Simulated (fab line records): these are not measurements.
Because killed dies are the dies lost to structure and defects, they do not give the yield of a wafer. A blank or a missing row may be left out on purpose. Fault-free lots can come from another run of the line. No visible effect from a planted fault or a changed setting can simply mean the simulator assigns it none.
Split-lot study | flow n5-finfet | 21 wafers read from 7 lots, route of 1938 steps

ON THE SPLIT
At N5_BEOL_M6_PECVD_70 (deposits SiO2 from TEOS/O2, target thk 20 nm, time 22.7 s), the setting time-s was moved away from the recipe's 22.7 s on 12 of the 21 wafers read, by -11.9% to +6.8%. This setting was run at the recipe's value on the other wafers.

The split's own step is where the reading is taken.

THE READING
SiO2_of_BEOL_M6_PECVD_70.thk-nm (the simulator's own value, which no gauge read), in nm, at N5_BEOL_M6_PECVD_70 (deposits SiO2 from TEOS/O2, target thk 20 nm, time 22.7 s). No usual value for it is given in the file. The 9 wafers here that ran the recipe average 20.0 nm, standard deviation 0.26 nm.

wafer  | tool, chamber at the split | time-s as run, s | against the recipe | SiO2_of_BEOL_M6_PECVD_70.thk-nm, nm | against lot-mates on the recipe
L079.1 | pecvd-04, 0,1              | 21.74            | -4.2%              | 19.4                                | -0.6
L079.3 | pecvd-04, 0,1              | 21.74            | -4.2%              | 19.4                                | -0.6
L079.2 | pecvd-04, 2                | 22.7             | recipe             | 20                                  | -
L080.3 | pecvd-04, 1                | 22.7             | recipe             | 19.6                                | -
L080.4 | pecvd-04, 0                | 22.7             | recipe             | 19.8                                | -
L080.6 | pecvd-04, 1                | 23.94            | +5.5%              | 20.8                                | +1.1
L082.2 | pecvd-04, 0                | 22.7             | recipe             | 19.8                                | -
L082.3 | pecvd-04, 2                | 24.19            | +6.6%              | 21.6                                | +1.5
L082.4 | pecvd-04, 2                | 22.7             | recipe             | 20.4                                | -
L081.1 | pecvd-03, 0,2              | 20.93            | -7.8%              | 18.6                                | -1.6
L081.4 | pecvd-03, 0,2              | 20.93            | -7.8%              | 18.6                                | -1.6
L081.6 | pecvd-03, 1                | 22.7             | recipe             | 20.2                                | -
L088.3 | pecvd-02, 0                | 19.99            | -11.9%             | 17.4                                | no lot-mate on the recipe
L088.4 | pecvd-02, 1,0              | 19.99            | -11.9%             | 17.8                                | no lot-mate on the recipe
L088.6 | pecvd-02, 1,0              | 19.99            | -11.9%             | 17.8                                | no lot-mate on the recipe
L097.4 | pecvd-04, 0                | 24.25            | +6.8%              | 21.8                                | no lot-mate on the recipe
L097.5 | pecvd-04, 2                | 24.25            | +6.8%              | 21.4                                | no lot-mate on the recipe
L097.6 | pecvd-04, 1                | 24.25            | +6.8%              | 21.6                                | no lot-mate on the recipe
L096.1 | pecvd-04, 2                | 22.7             | recipe             | 19.6                                | -
L096.5 | pecvd-04, 0                | 22.7             | recipe             | 20.2                                | -
L096.6 | pecvd-04, 1                | 22.7             | recipe             | 20                                  | -
When a row names more than one chamber, that row covers several wafers, and the file does not tell which wafer ran in which chamber.

FIT RESULTS
A straight line over all 21 wafers: SiO2_of_BEOL_M6_PECVD_70.thk-nm changes by +0.2 nm for each +1% of time-s; r = +0.98; the points scatter about the line by 0.26 nm.
The same after taking each lot's own level away (the mean of its wafers on the recipe; 15 wafers): +0.201 nm for each +1%; r = +0.97; scatter 0.2 nm.
Per that fit: largest time-s move, reading shift of 2.4 nm.
The lots' own levels span 19.70 to 20.20 nm, that is 1.9 times the standard deviation above.
Consequently the slope shifts little with the lot-to-lot level, the two slopes agreeing.
Check: -1.5 nm against its lot-mates is what the line predicts for one of the wafers moved furthest among these (-7.8%) when that wafer is left out of the fit. Against them it came out at -1.6 nm.

OTHER SPLITS ON THESE WAFERS
Note: prior to the reading, these wafers also went through further splits. Each is held against what the fit with the lots' levels taken away leaves over:
other split on the same wafers   | wafers away from the commonest value | r with SiO2_of_BEOL_M6_PECVD_70.thk-nm (lot level and that fit taken away)
N5_BEOL_M3_ETCH_64 time-s        | 10                                   | +0.32
N5_BEOL_M3_ETCH_70 source-w      | 6                                    | +0.23
N5_BEOL_M3_VIA_ETCH_34 bias-w    | 4                                    | +0.18
N5_BEOL_M4_COAT_68 spin-rpm      | 8                                    | -0.11
N5_BEOL_M4_DESCUM_33 time-s      | 9                                    | +0.08
N5_BEOL_M5_ILD_DEP_00 time-s     | 7                                    | +0.07
N5_BEOL_M5_COAT_05 spin-rpm      | 7                                    | -0.11
N5_BEOL_M5_VIA_ETCH_34 bias-w    | 11                                   | -0.47
N5_BEOL_M5_TRENCH_ETCH_37 bias-w | 4                                    | +0.11

THE FILE'S OWN FIT
SiO2_of_BEOL_M6_PECVD_70.thk-nm changes by +0.204 nm for each +1% of time-s, r = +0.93.
